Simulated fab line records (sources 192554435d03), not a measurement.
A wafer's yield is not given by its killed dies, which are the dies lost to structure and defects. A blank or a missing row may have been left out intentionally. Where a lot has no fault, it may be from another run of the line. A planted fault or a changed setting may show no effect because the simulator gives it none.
Chamber matching ; flow n5_finfet ; N5_GATE_CUT_CMP_61 on cmp-03: 4 sister chambers
The step polishes, stops on SiNx, t overpolish 3 s. 4 wafers are shown with their chamber, then 10 later ones without.

WAFERS PAIRED WITH THEIR CHAMBERS
wafer;chamber;motor_current_A (A)
L082.1;0;12.5
L089.5;1;10.4
L091.1;2;12.4
L091.4;3;10.5

WAFERS MISSING THEIR CHAMBER
wafer;motor_current_A (A)
L091.5;12.8
L092.1;10.2
L092.3;12.3
L092.6;13.0
L093.2;11.1
L093.4;12.5
L093.6;12.6
L096.1;12.5
L096.2;10.6
L096.6;10.8

CHAMBER TAKEN BY EACH
wafer;from the rows above;in truth
L091.5;can't be placed: 0 or 2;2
L092.1;can't be placed: 1 or 3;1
L092.3;can't be placed: 2 or 0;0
L092.6;can't be placed: 0 or 2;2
L093.2;can't be placed: 3 or 1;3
L093.4;can't be placed: 0 or 2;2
L093.6;can't be placed: 0 or 2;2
L096.1;can't be placed: 0 or 2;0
L096.2;can't be placed: 3 or 1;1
L096.6;can't be placed: 3 or 1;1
Correct placement for 0 of the 10. Can't be placed from these rows: 10 (the true chamber is among the candidates in 10). 0 placed wrongly.
How it was worked out, from the rows above alone: a wafer's distance from a chamber is the root of the sum, over the readings, of the square of ((its reading less the chamber's mean) divided by the reading's scatter). The wafer belongs to the nearest chamber; if the next one is less than 2 further off, it can't be placed. The mean given for a chamber averages the wafers shown for that chamber. The scatter: with one shown wafer a chamber, the root of the mean of the squares of how far each hidden wafer lies from its nearest shown one.
